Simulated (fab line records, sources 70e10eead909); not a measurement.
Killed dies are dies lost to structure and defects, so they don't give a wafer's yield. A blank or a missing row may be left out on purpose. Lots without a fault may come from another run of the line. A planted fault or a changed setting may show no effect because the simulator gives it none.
Chamber matching | flow nand_harc | NHARC_A_CONTACT_DESCUM_13 on rie_diel-13: 4 sister chambers
The step chemistry O2, time 3 s. 4 wafers are shown with their chamber, then 7 later ones without.

WAFERS WITH THEIR CHAMBER
wafer  | chamber | drypump_motor_current_A (A)
L085.5 | 0       | 5.7
L085.6 | 3       | 6.2
L089.1 | 1       | 6.7
L089.2 | 2       | 5.9

WAFERS WITHOUT THEIR CHAMBER
wafer  | drypump_motor_current_A (A)
L089.5 | 6.6
L093.1 | 6.6
L093.3 | 6.2
L093.4 | 5.9
L096.2 | 5.9
L096.4 | 6.6
L096.6 | 5.7

WHICH CHAMBER EACH WENT THROUGH
wafer  | from the rows above | in truth
L089.5 | 1                   | 1
L093.1 | 1                   | 1
L093.3 | 3                   | 3
L093.4 | 2                   | 2
L096.2 | 2                   | 2
L096.4 | 1                   | 1
L096.6 | 0                   | 0
Placed correctly: 7 of 7. Can't be placed from these rows: 0. Placed wrongly: 0.
How it was worked out, from the rows above alone: a wafer's distance from a chamber is the root of the sum, over the readings, of the square of ((its reading less the chamber's mean) divided by the reading's scatter). The wafer belongs to the nearest chamber; if the next one is less than 2 further off, it can't be placed. A chamber's mean is the mean of its shown wafers. The scatter: with one shown wafer a chamber, the root of the mean of the squares of how far each hidden wafer lies from its nearest shown one.
